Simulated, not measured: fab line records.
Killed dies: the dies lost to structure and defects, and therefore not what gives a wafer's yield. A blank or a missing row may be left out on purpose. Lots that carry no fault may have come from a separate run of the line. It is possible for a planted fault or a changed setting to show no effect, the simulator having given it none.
Chamber matching + flow n5_finfet + N5_BEOL_M1_ALD_84 on ald_metal-03: 4 sister chambers
The step deposits TaN, pulse time 2 s, purge time 3 s, co reactant purge time 2 s. 22 wafers are shown with their chamber, then 11 later ones without.

## WAFERS, EACH WITH ITS CHAMBER
| wafer  | chamber | heater_power_w (W) |
|--------|---------|--------------------|
| L074.2 | 3       | 363                |
| L074.3 | 2       | 451                |
| L074.6 | 0       | 366                |
| L075.1 | 3       | 371                |
| L075.3 | 2       | 446                |
| L075.5 | 2       | 447                |
| L076.2 | 0       | 349                |
| L076.5 | 0       | 363                |
| L076.6 | 1       | 432                |
| L077.2 | 2       | 443                |
| L077.3 | 1       | 433                |
| L077.6 | 1       | 436                |
| L083.1 | 3       | 367                |
| L083.3 | 2       | 449                |
| L083.5 | 0       | 355                |
| L084.3 | 3       | 357                |
| L084.4 | 0       | 365                |
| L084.6 | 3       | 356                |
| L085.3 | 0       | 350                |
| L085.5 | 2       | 457                |
| L085.6 | 3       | 356                |
| L086.1 | 0       | 370                |

SIGNATURES (means of the wafers above)
| reading        | chamber 0 | chamber 1 | chamber 2 | chamber 3 | scatter within a chamber |
|----------------|-----------|-----------|-----------|-----------|--------------------------|
| heater_power_w | 359.71    | 433.67    | 448.83    | 361.67    | 6.43                     |
Rule: a wafer lies at a distance from a chamber equal to the root of the sum of squares, over the readings, of (its reading less the chamber's mean, divided by the reading's scatter). If the next closest chamber is less than 2 further off than the closest, the wafer can't be placed; otherwise it belongs to the closest. The scatter is the square root of a quotient: the sum, over the shown wafers, of each reading's squared deviation from its chamber's mean, divided by wafers minus chambers.

## WAFERS WHOSE CHAMBER IS MISSING
| wafer  | heater_power_w (W) |
|--------|--------------------|
| L086.3 | 449                |
| L086.4 | 360                |
| L087.3 | 427                |
| L087.4 | 454                |
| L087.5 | 444                |
| L089.2 | 363                |
| L089.4 | 448                |
| L089.5 | 462                |
| L093.2 | 357                |
| L093.4 | 466                |
| L093.6 | 358                |

## EACH ONE'S CHAMBER
| wafer  | from the rows above     | in truth                   |
|--------|-------------------------|----------------------------|
| L086.3 | 2                       | 2                          |
| L086.4 | can't be placed: 0 or 3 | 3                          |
| L087.3 | 1                       | 1                          |
| L087.4 | 2                       | 2                          |
| L087.5 | can't be placed: 2 or 1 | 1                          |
| L089.2 | can't be placed: 3 or 0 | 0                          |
| L089.4 | 2                       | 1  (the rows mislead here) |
| L089.5 | 2                       | 2                          |
| L093.2 | can't be placed: 0 or 3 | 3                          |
| L093.4 | 2                       | 2                          |
| L093.6 | can't be placed: 0 or 3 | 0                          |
5 of 11 placed correctly. Not placeable from these rows: 5 (in 5, the candidates include the true chamber). 1 placed wrongly.
